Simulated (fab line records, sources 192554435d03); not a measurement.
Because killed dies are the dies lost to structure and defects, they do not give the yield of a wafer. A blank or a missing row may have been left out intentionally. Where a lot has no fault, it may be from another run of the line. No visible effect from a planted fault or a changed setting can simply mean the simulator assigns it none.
A lot that was struck, set against a sound lot    flow n5_finfet    18 out of 1938 route steps
Sound: wafers L243.2, L243.3, L243.5. Struck: wafer L247.2; the same lot's L247.6 was not struck, so it is left out; see the end for the cause.
Order at every step that has rows: each side's tool, ch and its chambers, its first start. Under that, the readings that differ: sound wafers    struck wafers    difference of the means    sigmas: that difference in standard deviations of wafers without a fault.
alike: readings whose means differ by less than 2 such deviations, and words and numbers that are the same on both sides. not compared: withheld readings, readings that some wafer has no value for, bounds like >300 that may hide the same value, and numbers for which the record gives no deviation and whose values overlap.
The two part at a step that has a row with sigmas, a row that says differs or no value, or rows on one side only. Numbers that have no deviation but don't overlap get no sigmas and don't part them. A reading that every wafer of one side lacks parts them only if that side has two wafers or more.

N5_MIM_TOP_LITHO_CD_MEAS_08: target cd 2000 nm.
  sound on cd_sem-03 ch 0, day 12 16:43; struck on cd_sem-01 ch 0, day 14 04:01
  alike: cd_nm
N5_MIM_TOP_LITHO_OVL_MEAS_11:
  sound on overlay-02 ch 0, day 12 16:45; struck on overlay-01 ch 0, day 14 04:02
  alike: MIM_TOP_OVL
N5_MIM_TOP_LITHO_INSPECT_12: inspects for defects (macro).
  sound on defect_inspect-02 at day 12 16:46; struck on defect_inspect-01 at day 14 04:04
  alike: raw_defect_count
N5_MIM_TOP_LITHO_DESCUM_10: chemistry O2, time 7.9 s.
  sound on rie_diel-06 ch 2,3, day 12 16:48; struck on rie_diel-05 ch 0, day 14 04:14
reading                          sound              struck  difference  sigmas
rf_vpp_V (V)                     245.5 246.1 247.1  242.8   -3.4        -2
showerhead_plenum_p_Torr (Torr)  2.22 2.22 2.22     2.04    -0.18       -2
  alike: drypump_motor_current_A, oes_product_au, throttle_valve_pct
  not compared: rf_hours_counter_h
N5_MIM_TOP_ETCH_ETCH_00: etches TiN in Cl2/BCl3, target depth 38.5 nm.
  sound on rie_metal-03 ch 0, day 12 16:56; struck on rie_metal-02 ch 0, day 14 04:19
reading                 sound  struck  difference                    sigmas
rf_hours_counter_h (h)  - - -  21      no value on the sound wafers  
  alike: drypump_motor_current_A, oes_product_au, throttle_valve_pct
N5_MIM_TOP_ETCH_STRIP_01: strips in O2.
  sound on rie_diel-03 ch 1,3, day 12 17:09; struck on rie_diel-04 ch 1, day 14 04:37
reading                sound           struck  difference  sigmas
oes_product_au (a.u.)  0.75 0.69 0.74  0.93    +0.20       +2
  alike: drypump_motor_current_A, rf_vpp_V, showerhead_plenum_p_Torr, throttle_valve_pct
  not compared: rf_hours_counter_h
N5_MIM_TOP_ETCH_PECVD_03: deposits SiNx from SiH4/NH3/N2, target thk 20 nm, time 17.6 s.
  sound on pecvd-02 ch 1, day 12 17:13; struck on pecvd-02 ch 2, day 14 04:41
reading                          sound           struck  difference  sigmas
showerhead_plenum_p_Torr (Torr)  5.29 5.29 5.28  5.03    -0.26       -3
  alike: heater_power_w, throttle_valve_pct
then, 5 steps without rows for these wafers: N5_MIM_BOT_LITHO_HMDS_01 (time 60 s); N5_MIM_BOT_LITHO_COAT_02; N5_MIM_BOT_LITHO_EBR_04; N5_MIM_BOT_LITHO_SOFTBAKE_03 (time 90 s); N5_MIM_BOT_LITHO_EXPOSE_05 (exposes mask MIM BOT).
N5_MIM_BOT_LITHO_PEB_06:
  sound on litho_track-02 ch 0, day 12 17:36; struck on litho_track-02 ch 0, day 14 05:03
then, 2 steps without rows for these wafers: N5_MIM_BOT_LITHO_DEVELOP_07 (develop time 60 s); N5_MIM_BOT_LITHO_HARDBAKE_09 (time 120 s).
N5_MIM_BOT_LITHO_CD_MEAS_08: target cd 3000 nm.
  sound on cd_sem-02 ch 0, day 12 17:43; struck on cd_sem-03 ch 0, day 14 05:10
reading     sound                 struck  difference  sigmas
cd_nm (nm)  3001.0 2999.8 3000.4  3008.3  +7.9        +5
N5_MIM_BOT_LITHO_OVL_MEAS_11:
  sound on overlay-01 ch 0, day 12 17:45; struck on overlay-01 ch 0, day 14 05:12
  alike: MIM_BOT_OVL
then, 1 step without rows for these wafers: N5_PASSIVATION_PROBE_49.

== WHERE THEY PART ==
Last at N5_MIM_BOT_LITHO_CD_MEAS_08 as far as this record goes, first at N5_MIM_TOP_LITHO_DESCUM_10. Later steps at which nothing parts them and some readings are alike: N5_MIM_BOT_LITHO_OVL_MEAS_11.

WHY: what had been put in by the simulator
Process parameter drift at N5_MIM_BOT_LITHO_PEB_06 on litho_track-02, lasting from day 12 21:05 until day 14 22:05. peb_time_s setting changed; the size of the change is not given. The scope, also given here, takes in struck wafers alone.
